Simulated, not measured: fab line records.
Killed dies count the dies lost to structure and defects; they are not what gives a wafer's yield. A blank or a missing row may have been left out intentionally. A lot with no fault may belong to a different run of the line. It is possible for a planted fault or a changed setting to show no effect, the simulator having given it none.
fab line records	flow n5Finfet	part 1 of 2: steps 1 to 4 of 6
record lots=23	wafers=69	lastDay=17
route steps=1938 shown BEOL_M3@931
lots that met no fault: taken from a fault-free run of the same line
startH: hours from the record's first day to the start of the lot's first wafer shown	waitH: hours since the lot's step before	" repeats the value in the row above	L1.1+2: several wafers, shown together as one row	- no value present, or no start provided	* or withheld: withheld	< > ~ a bound
route shown NAME@n: NAME is a module with steps in the file, n the number in the route of the first one	usual: mean/standard deviation taken from wafers without a fault	same: alike in all rows	chamber/n: place in a boat	sites: per-site readings	_std_site: standard deviation of those values	_edge_site: mean of outer sites minus mean of inner sites	radiusMm: how far each site lies from the wafer's centre	mask NAME#n: copy n	behind: the most recent tool/chamber to have shaped the wafer	hold: cause of the lot's hold/its duration in hours/its outcome	device: the n, p or np transistor that did not switch	end of line: the route-end tests of the same wafers	where a step has no rows: the recipe by itself	killed: count of dies lost to structure and defects at first sort (not the wafer's yield)	map: the dies of a wafer, with x for killed, . for not killed, _ for no die there
set.NAME: setting as actually run; set.NAME@STEP: the setting as run at that earlier step	model.NAME: the simulator's own value behind a step, which no gauge read
steps of the route over a sample of lots; a table a step, a row a wafer
services: from which hour (startH, from the record's first day; less than 0 if before it) a tool's chamber was out of use, for how many hours, and why
## steps
# step N5_BEOL_M3_ILD_DEP_00
# recipe material=SiOC	targetThkA=790	tempC=350	precursor=DEMS/O2	pressureTorr=5	rfW=500	timeS=15.3
# usual heaterPowerW=443/55	showerheadPlenumPTorr=5.696/0.02	throttleValvePct=11.7/0.74
lot.wafer	tool	chamber	startH	waitH	heaterPowerW	showerheadPlenumPTorr	throttleValvePct
L074.2	pecvd-04	0	145.32	0.0	417	5.685	13.2
L074.5	"	2	"	"	421	5.698	11.5
L074.6	"	0	"	"	427	5.682	13.0
L075.2	pecvd-02	0	150.21	0.0	490	5.693	12.7
L075.5	"	1	"	"	478	5.705	11.9
L075.6	"	0	"	"	512	5.678	13.0
L076.1	pecvd-03	1	154.02	0.0	356	5.699	10.7
L076.4	"	0	"	"	541	5.702	11.8
L076.6	"	1	"	"	375	5.688	10.8
L077.1	pecvd-04	2	168.56	0.0	395	5.670	11.6
L077.4	"	0	"	"	386	5.678	13.1
L077.5	"	1	"	"	446	5.713	12.0
L078.1	pecvd-03	0	175.20	0.0	521	5.710	11.5
L078.2	"	1	"	"	407	5.688	10.8
L078.3	"	2	"	"	369	5.700	11.4
L079.2	pecvd-04	1	190.32	0.0	441	5.732	11.7
L079.4	"	0	"	"	437	5.684	13.5
L079.6	"	1	"	"	446	5.703	11.7
L082.1	pecvd-03	1	193.52	0.0	383	5.711	10.7
L082.4	"	0	"	"	519	5.709	11.5
L082.5	"	1	"	"	398	5.702	11.0
L081.1	pecvd-04	2	196.27	0.0	419	5.670	11.3
L081.4	"	0	"	"	410	5.675	13.3
L081.5	"	1	"	"	475	5.736	11.7
L083.1	pecvd-02	2	197.88	0.0	444	5.652	11.5
L083.4	"	2	"	"	449	5.660	11.4
L083.5	"	0	"	"	518	5.693	12.7
L084.1	pecvd-02	0	202.17	0.0	465	5.693	12.6
L084.2	"	1	"	"	491	5.688	11.8
L084.5	"	2	"	"	472	5.657	11.2
L085.3	pecvd-03	1	216.98	0.1	341	5.713	10.6
L085.4	"	0	"	"	512	5.713	11.7
L085.5	"	2	"	"	407	5.699	11.0
L087.1	pecvd-03	1	228.68	0.0	358	5.698	11.0
L087.4	"	1	"	"	349	5.691	10.7
L087.6	"	0	"	"	517	5.713	11.7
L086.3	pecvd-03	2	232.59	0.0	384	5.695	11.3
L086.4	"	1	"	"	339	5.710	11.1
L086.6	"	0	"	"	524	5.716	11.8
L088.1	pecvd-04	0	233.93	0.0	423	5.669	13.4
L088.4	"	1	"	"	470	5.736	11.6
L088.5	"	2	"	"	425	5.673	11.6
L089.2	pecvd-02	0	240.35	0.0	422	5.689	12.9
L089.4	"	0	"	"	419	5.677	13.0
L089.6	"	2	"	"	461	5.672	11.6
L090.2	pecvd-04	1	244.09	0.0	552	5.730	11.8
L090.3	"	0	"	"	465	5.675	13.4
L090.6	"	0	"	"	467	5.675	13.5
L091.1	pecvd-03	0	248.40	0.0	532	5.725	11.6
L091.3	"	1	"	"	370	5.698	11.0
L091.6	"	1	"	"	377	5.696	10.8
L092.2	pecvd-04	0	253.14	0.0	465	5.681	13.2
L092.4	"	2	"	"	443	5.680	11.7
L092.5	"	1	"	"	535	5.728	12.0
L093.2	pecvd-04	0	259.37	0.0	481	5.676	13.3
L093.3	"	2	"	"	439	5.681	11.9
L093.5	"	0	"	"	462	5.702	13.6
L094.1	pecvd-03	1	262.37	0.0	405	5.698	10.7
L094.4	"	2	"	"	413	5.710	11.3
L094.5	"	2	"	"	422	5.694	11.3
L095.1	pecvd-02	2	267.49	0.0	455	5.657	11.2
L095.3	"	1	"	"	441	5.692	12.0
L095.6	"	1	"	"	451	5.697	12.0
L096.2	pecvd-03	2	271.91	0.0	398	5.710	11.5
L096.3	"	0	"	"	502	5.709	11.6
L096.5	"	2	"	"	389	5.697	11.5
L097.1	pecvd-03	2	293.37	0.0	386	5.684	11.4
L097.2	"	0	"	"	512	5.716	11.7
L097.3	"	1	"	"	360	5.714	11.2
# step N5_BEOL_M3_ETCH_64
# recipe chemistry=N2/H2	target=SOC	targetDepthA=750	overetchA=150	maskMaterial=SiARC	tempC=40	timeS=112.5	ionEnergyEv=200	pressureMtorr=30	sourceW=840	biasW=150	n2FlowSccm=200	h2FlowSccm=200
# usual drypumpMotorCurrentA=5.9/0.38	oesProductAu=0.62/0.06	rfVppV=522.7/2.7	showerheadPlenumPTorr=2.50/0.11	throttleValvePct=17.77/0.3
lot.wafer	tool	chamber	startH	waitH	drypumpMotorCurrentA	oesProductAu	rfHoursCounterH	rfVppV	showerheadPlenumPTorr	throttleValvePct
L074.2	rieDiel-06	3	146.76	0.0	6.4	0.78	2	522.8	2.50	17.26
L074.5	"	1	"	"	5.8	0.57	-	520.8	2.41	18.08
L074.6	"	0	"	"	6.3	0.72	-	524.5	2.59	17.77
L075.2	rieDiel-05	0	151.41	0.0	5.5	0.70	50	522.0	2.47	17.30
L075.5	"	1	"	"	5.5	0.57	-	520.2	2.42	18.32
L075.6	"	2	"	"	6.0	0.60	-	517.9	2.35	17.57
L076.1	rieDiel-02	3	157.09	0.0	6.2	0.66	68	522.3	2.45	17.52
L076.4	"	1	"	"	6.0	0.56	190	520.6	2.39	17.69
L076.6	"	0	"	"	5.2	0.59	-	524.6	2.52	17.64
L077.1	rieDiel-02	0	169.93	0.0	5.3	0.59	150	522.8	2.52	17.65
L077.4	"	3	"	"	6.2	0.66	72	520.9	2.45	17.54
L077.5	"	3	"	"	6.2	0.66	-	523.0	2.45	17.52
L078.1	rieDiel-06	1	177.78	0.0	5.7	0.57	214	520.6	2.41	18.10
L078.2	"	3	"	"	6.4	0.75	10	521.7	2.50	17.29
L078.3	"	0	"	"	6.3	0.70	45	523.8	2.58	17.80
L079.2	rieDiel-02	1	193.02	0.0	6.0	0.55	202	520.3	2.38	17.71
L079.4	"	0	"	"	5.2	0.59	-	524.6	2.52	17.65
L079.6	"	2	"	"	5.7	0.67	-	528.7	2.70	17.99
L082.1	rieDiel-05	0	196.08	0.0	5.5	0.69	63	521.7	2.47	17.33
L082.4	"	3	"	"	6.0	0.61	154	527.6	2.65	18.13
L082.5	"	1	"	"	5.5	0.56	-	520.6	2.41	18.34
L081.1	rieDiel-06	2	198.63	0.0	5.6	0.59	155	527.6	2.66	17.83
L081.4	"	0	"	"	6.3	0.69	52	524.9	2.58	17.79
L081.5	"	3	"	"	6.4	0.74	-	521.6	2.50	17.31
L083.1	rieDiel-05	1	199.05	0.0	5.5	0.55	210	520.0	2.41	18.34
L083.4	"	0	"	"	5.5	0.68	63	521.4	2.47	17.34
L083.5	"	0	"	"	5.5	0.68	-	521.2	2.47	17.33
L084.1	rieDiel-02	2	204.48	0.0	5.7	0.67	71	527.2	2.70	17.97
L084.2	"	1	"	"	6.0	0.54	205	518.9	2.38	17.71
L084.5	"	0	"	"	5.2	0.59	-	523.9	2.52	17.67
L085.3	rieDiel-05	0	224.15	0.0	5.5	0.67	70	521.1	2.46	17.35
L085.4	"	2	"	"	6.0	0.59	147	519.7	2.35	17.59
L085.5	"	0	"	"	5.5	0.68	-	522.2	2.46	17.34
L087.1	rieDiel-05	3	231.69	0.0	5.9	0.61	165	527.6	2.65	18.15
L087.4	"	1	"	"	5.5	0.55	219	519.3	2.41	18.36
L087.6	"	1	"	"	5.5	0.55	-	519.5	2.41	18.36
L086.3	rieDiel-02	1	233.79	0.0	6.0	0.55	214	519.5	2.38	17.72
L086.4	"	1	"	"	6.0	0.54	-	520.7	2.38	17.72
L086.6	"	3	"	"	6.2	0.64	-	520.8	2.44	17.57
L088.1	rieDiel-06	1	235.33	0.0	5.8	0.56	232	521.3	2.40	18.11
L088.4	"	3	"	"	6.5	0.72	26	523.0	2.50	17.33
L088.5	"	1	"	"	5.8	0.55	-	518.7	2.40	18.13
L089.2	rieDiel-02	3	244.02	0.0	6.2	0.64	94	522.3	2.44	17.56
L089.4	"	3	"	"	6.2	0.64	-	522.5	2.44	17.57
L089.6	"	1	"	"	6.0	0.55	-	519.1	2.38	17.72
L090.2	rieDiel-06	3	245.56	0.0	6.4	0.71	29	521.8	2.49	17.33
L090.3	"	0	"	"	6.3	0.68	65	523.6	2.57	17.82
L090.6	"	3	"	"	6.5	0.71	-	522.2	2.49	17.34
L091.1	rieDiel-06	3	251.04	0.0	6.5	0.71	31	521.6	2.49	17.33
L091.3	"	2	"	"	5.6	0.58	170	525.1	2.66	17.83
L091.6	"	0	"	"	6.3	0.68	-	524.3	2.57	17.82
L092.2	rieDiel-06	2	255.72	0.0	5.6	0.58	171	527.0	2.66	17.86
L092.4	"	3	"	"	6.4	0.71	32	521.5	2.49	17.35
L092.5	"	3	"	"	6.4	0.71	-	522.0	2.49	17.33
L093.2	rieDiel-06	1	263.38	0.0	5.8	0.55	240	520.0	2.40	18.13
L093.3	"	3	"	"	6.5	0.70	35	524.1	2.49	17.34
L093.5	"	1	"	"	5.8	0.55	-	520.4	2.40	18.13
L094.1	rieDiel-05	3	264.40	0.0	6.0	0.60	174	524.4	2.64	18.17
L094.4	"	3	"	"	6.0	0.60	-	526.3	2.64	18.18
L094.5	"	2	"	"	6.0	0.59	-	517.7	2.34	17.61
L095.1	rieDiel-06	0	270.91	0.0	6.3	0.68	76	523.4	2.57	17.83
L095.3	"	3	"	"	6.4	0.70	39	524.3	2.49	17.35
L095.6	"	0	"	"	6.3	0.67	-	525.5	2.57	17.85
L096.2	rieDiel-02	0	273.49	0.0	5.2	0.57	178	524.0	2.51	17.71
L096.3	"	1	"	"	6.0	0.54	223	522.1	2.37	17.75
L096.5	"	1	"	"	6.0	0.54	-	519.2	2.37	17.74
L097.1	rieDiel-06	2	294.30	0.0	5.6	0.57	184	525.5	2.65	17.88
L097.2	"	0	"	"	6.3	0.67	84	525.5	2.57	17.85
L097.3	"	3	"	"	6.5	0.69	48	521.2	2.49	17.35
# step N5_BEOL_M3_HM_OPEN_17
# recipe chemistry=Cl2/BCl3	targetDepthA=200	overetchA=60	target=TiN	maskMaterial=SOC	ionEnergyEv=150	pressureMtorr=10	icpW=1000	biasW=126	Cl2_flow_sccm=53.25	bcl3FlowSccm=21.75	Ar_flow_sccm=25
# usual drypumpMotorCurrentA=5.8/0.43	oesProductAu=0.67/0.094	throttleValvePct=21.81/0.3
lot.wafer	tool	chamber	startH	waitH	drypumpMotorCurrentA	oesProductAu	rfHoursCounterH	throttleValvePct
L074.2	rieMetal-03	0	146.92	0.0	6.2	0.52	129	22.19
L074.5	"	1	"	"	6.2	0.51	-	22.45
L074.6	"	0	"	"	6.2	0.51	-	22.20
L075.2	rieMetal-02	0	151.57	0.0	5.9	0.76	13	21.43
L075.5	"	0	"	"	5.9	0.77	-	21.43
L075.6	"	1	"	"	5.0	0.68	-	21.54
L076.1	rieMetal-02	1	157.26	0.0	5.0	0.67	35	21.58
L076.4	"	1	"	"	5.0	0.67	-	21.58
L076.6	"	0	"	"	5.9	0.75	-	21.43
L077.1	rieMetal-03	1	170.10	0.0	6.2	0.51	134	22.45
L077.4	"	1	"	"	6.2	0.51	-	22.43
L077.5	"	1	"	"	6.2	0.51	-	22.44
L078.1	rieMetal-01	0	177.95	0.0	5.8	0.73	21	21.51
L078.2	"	1	"	"	5.3	0.66	38	21.96
L078.3	"	1	"	"	5.3	0.66	-	21.95
L079.2	rieMetal-01	0	193.20	0.0	5.8	0.72	22	21.50
L079.4	"	0	"	"	5.8	0.72	-	21.49
L079.6	"	0	"	"	5.8	0.73	-	21.51
L082.1	rieMetal-03	0	196.24	0.0	6.2	0.51	134	22.20
L082.4	"	0	"	"	6.2	0.52	-	22.19
L082.5	"	0	"	"	6.2	0.52	-	22.17
L081.1	rieMetal-03	0	198.80	0.0	6.2	0.51	135	22.20
L081.4	"	0	"	"	6.2	0.51	-	22.19
L081.5	"	0	"	"	6.2	0.51	-	22.20
L083.1	rieMetal-01	1	199.22	0.0	5.3	0.67	40	21.93
L083.4	"	1	"	"	5.3	0.67	-	21.94
L083.5	"	0	"	"	5.8	0.73	-	21.48
L084.1	rieMetal-01	1	204.65	0.0	5.3	0.67	40	21.94
L084.2	"	0	"	"	5.8	0.72	23	21.50
L084.5	"	1	"	"	5.3	0.66	-	21.95
L085.3	rieMetal-01	0	224.34	0.1	5.8	0.71	-	21.51
L085.4	"	1	"	"	5.3	0.65	-	21.97
L085.5	"	1	"	"	5.3	0.65	-	21.97
L087.1	rieMetal-03	1	231.85	0.0	6.2	0.79	3	21.96
L087.4	"	1	"	"	6.2	0.78	-	21.97
L087.6	"	1	"	"	6.2	0.79	-	21.98
L086.3	rieMetal-02	0	233.98	0.1	5.9	0.72	-	21.46
L086.4	"	1	"	"	5.0	0.65	-	21.57
L086.6	"	0	"	"	5.9	0.71	-	21.50
L088.1	rieMetal-02	0	235.50	0.0	5.9	0.72	22	21.46
L088.4	"	1	"	"	5.0	0.66	-	21.57
L088.5	"	1	"	"	5.0	0.66	-	21.55
L089.2	rieMetal-01	0	244.19	0.0	5.8	0.72	26	21.47
L089.4	"	0	"	"	5.8	0.73	-	21.49
L089.6	"	1	"	"	5.3	0.67	-	21.98
L090.2	rieMetal-03	1	245.72	0.0	6.2	0.79	5	21.97
L090.3	"	0	"	"	6.2	0.85	-	21.69
L090.6	"	0	"	"	6.2	0.84	-	21.67
L091.1	rieMetal-01	1	251.21	0.0	5.3	0.66	45	21.95
L091.3	"	1	"	"	5.3	0.66	-	21.95
L091.6	"	1	"	"	5.2	0.65	-	21.95
L092.2	rieMetal-01	1	255.89	0.0	5.3	0.66	45	21.94
L092.4	"	1	"	"	5.3	0.65	-	21.97
L092.5	"	0	"	"	5.8	0.70	-	21.49
L093.2	rieMetal-02	0	263.55	0.0	5.9	0.71	24	21.48
L093.3	"	0	"	"	5.9	0.71	-	21.47
L093.5	"	0	"	"	5.9	0.72	-	21.45
L094.1	rieMetal-03	0	264.56	0.0	6.2	0.82	3	21.70
L094.4	"	0	"	"	6.2	0.82	-	21.69
L094.5	"	0	"	"	6.2	0.82	-	21.70
L095.1	rieMetal-03	0	271.10	0.0	6.2	0.82	3	21.70
L095.3	"	0	"	"	6.2	0.82	-	21.70
L095.6	"	1	"	"	6.2	0.76	-	21.96
L096.2	rieMetal-01	0	273.66	0.0	5.8	0.71	29	21.50
L096.3	"	0	"	"	5.7	0.71	-	21.50
L096.5	"	0	"	"	5.8	0.71	-	21.51
L097.1	rieMetal-02	0	294.47	0.0	5.9	0.70	27	21.51
L097.2	"	1	"	"	5.0	0.64	46	21.58
L097.3	"	0	"	"	5.9	0.70	-	21.49
# step N5_BEOL_M3_ETCH_77
# recipe chemistry=N2/H2	target=underlayer	targetDepthA=65	maskMaterial=CAR-EUV	timeS=5.2	ionEnergyEv=200	pressureMtorr=30	sourceW=840	biasW=150	n2FlowSccm=200	h2FlowSccm=200	ends=cleared
# usual drypumpMotorCurrentA=5.9/0.36	etchRfOnTimeS=5.16/0.23	oesProductAu=0.67/0.069	rfVppV=522.8/3	showerheadPlenumPTorr=2.50/0.11	throttleValvePct=17.8/0.31
lot.wafer	tool	chamber	startH	waitH	drypumpMotorCurrentA	etchRfOnTimeS	oesProductAu	rfHoursCounterH	rfVppV	showerheadPlenumPTorr	throttleValvePct
L074.2	rieDiel-05	1	147.58	0.0	5.4	4.87	0.63	195	523.8	2.42	18.3
L074.5	"	2	"	"	6.0	5.15	0.65	-	520.0	2.35	17.6
L074.6	"	1	"	"	5.5	4.85	0.62	-	518.5	2.42	18.4
L075.2	rieDiel-06	2	152.36	0.0	5.6	5.25	0.64	143	527.1	2.67	17.9
L075.5	"	2	"	"	5.6	5.32	0.64	-	524.9	2.67	17.8
L075.6	"	1	"	"	5.8	5.24	0.60	-	521.5	2.41	18.1
L076.1	rieDiel-02	0	158.04	0.0	5.2	5.20	0.65	146	524.4	2.52	17.7
L076.4	"	1	"	"	6.0	4.96	0.62	191	519.6	2.39	17.7
L076.6	"	3	"	"	6.2	4.94	0.73	-	520.3	2.45	17.5
L077.1	rieDiel-06	1	170.77	0.0	5.8	5.22	0.61	212	519.1	2.41	18.1
L077.4	"	2	"	"	5.6	5.25	0.64	148	525.8	2.67	17.9
L077.5	"	2	"	"	5.6	5.31	0.63	-	526.7	2.67	17.8
L078.1	rieDiel-06	0	179.06	0.0	6.3	5.51	0.73	46	525.1	2.58	17.8
L078.2	"	3	"	"	6.5	4.97	0.83	10	520.7	2.50	17.3
L078.3	"	1	"	"	5.7	5.28	0.60	215	519.2	2.41	18.1
L079.2	rieDiel-05	3	193.86	0.0	6.0	5.45	0.64	154	526.3	2.65	18.2
L079.4	"	1	"	"	5.5	4.88	0.60	209	520.4	2.41	18.4
L079.6	"	1	"	"	5.5	4.89	0.61	-	519.3	2.41	18.4
L082.1	rieDiel-06	1	197.01	0.0	5.7	5.32	0.60	220	522.2	2.41	18.1
L082.4	"	2	"	"	5.6	5.25	0.62	155	527.7	2.66	17.9
L082.5	"	2	"	"	5.6	5.27	0.62	-	526.7	2.67	17.9
L081.1	rieDiel-02	2	199.69	0.0	5.7	5.14	0.71	69	527.6	2.70	18.0
L081.4	"	1	"	"	6.0	4.83	0.61	204	518.2	2.38	17.7
L081.5	"	2	"	"	5.7	5.26	0.72	-	527.8	2.70	18.0
L083.1	rieDiel-06	1	200.03	0.0	5.7	5.28	0.60	221	522.5	2.41	18.1
L083.4	"	0	"	"	6.3	5.53	0.73	52	525.1	2.58	17.8
L083.5	"	2	"	"	5.6	5.36	0.62	-	527.7	2.66	17.8
L084.1	rieDiel-06	0	205.57	0.0	6.3	5.48	0.72	54	525.4	2.58	17.8
L084.2	"	3	"	"	6.5	4.92	0.80	18	522.0	2.50	17.3
L084.5	"	3	"	"	6.5	4.98	0.80	-	522.3	2.50	17.3
L085.3	rieDiel-05	0	226.14	0.0	5.5	4.91	0.75	71	521.8	2.46	17.4
L085.4	"	3	"	"	5.9	5.45	0.63	163	526.1	2.65	18.2
L085.5	"	3	"	"	5.9	5.48	0.65	-	523.6	2.65	18.2
L087.1	rieDiel-05	2	232.74	0.0	6.0	5.21	0.64	149	516.1	2.34	17.6
L087.4	"	1	"	"	5.5	4.95	0.61	220	520.0	2.41	18.4
L087.6	"	0	"	"	5.5	4.92	0.73	-	521.8	2.46	17.4
L086.3	rieDiel-06	0	234.94	0.0	6.3	5.58	0.72	62	525.4	2.57	17.8
L086.4	"	2	"	"	5.6	5.33	0.62	166	526.7	2.66	17.9
L086.6	"	1	"	"	5.7	5.30	0.60	-	521.6	2.40	18.1
L088.1	rieDiel-06	1	236.40	0.0	5.7	5.17	0.60	232	520.1	2.40	18.1
L088.4	"	3	"	"	6.5	4.91	0.80	26	519.8	2.50	17.4
L088.5	"	3	"	"	6.4	4.95	0.80	-	524.2	2.49	17.4
L089.2	rieDiel-02	1	245.46	0.0	6.0	4.82	0.61	218	521.0	2.38	17.7
L089.4	"	0	"	"	5.2	5.13	0.64	-	524.3	2.51	17.7
L089.6	"	3	"	"	6.2	4.91	0.71	-	520.2	2.44	17.6
L090.2	rieDiel-02	1	246.50	0.0	6.0	4.81	0.61	218	520.0	2.38	17.8
L090.3	"	3	"	"	6.2	5.02	0.71	95	521.7	2.44	17.6
L090.6	"	3	"	"	6.2	5.00	0.70	-	521.7	2.44	17.6
L091.1	rieDiel-02	0	251.87	0.0	5.2	5.14	0.63	176	523.0	2.51	17.7
L091.3	"	3	"	"	6.2	5.00	0.70	97	522.0	2.44	17.6
L091.6	"	1	"	"	6.0	4.88	0.60	-	521.4	2.37	17.8
L092.2	rieDiel-06	2	256.57	0.0	5.6	5.36	0.62	172	525.7	2.66	17.9
L092.4	"	1	"	"	5.7	5.24	0.60	237	519.3	2.40	18.2
L092.5	"	0	"	"	6.3	5.56	0.69	-	523.4	2.57	17.9
L093.2	rieDiel-05	1	265.12	0.0	5.5	4.90	0.60	230	518.0	2.40	18.4
L093.3	"	2	"	"	6.0	5.16	0.64	159	519.4	2.34	17.7
L093.5	"	1	"	"	5.5	4.90	0.60	-	520.9	2.40	18.4
L094.1	rieDiel-05	1	265.47	0.0	5.5	4.90	0.60	230	518.7	2.40	18.4
L094.4	"	3	"	"	6.0	5.49	0.61	-	524.9	2.64	18.2
L094.5	"	2	"	"	6.0	5.25	0.64	-	518.9	2.34	17.7
L095.1	rieDiel-06	0	273.25	0.0	6.3	5.65	0.69	77	526.6	2.57	17.9
L095.3	"	2	"	"	5.6	5.43	0.61	176	525.5	2.66	17.9
L095.6	"	3	"	"	6.5	5.05	0.76	-	521.1	2.49	17.4
L096.2	rieDiel-06	3	274.32	0.0	6.4	5.01	0.77	41	522.8	2.49	17.4
L096.3	"	1	"	"	5.8	5.24	0.59	246	522.0	2.39	18.2
L096.5	"	2	"	"	5.6	5.40	0.61	-	523.4	2.65	17.9
L097.1	rieDiel-02	3	295.38	0.0	6.2	4.99	0.69	110	523.0	2.43	17.6
L097.2	"	0	"	"	5.2	5.17	0.62	185	522.2	2.51	17.7
L097.3	"	1	"	"	6.0	4.97	0.59	234	518.1	2.37	17.8
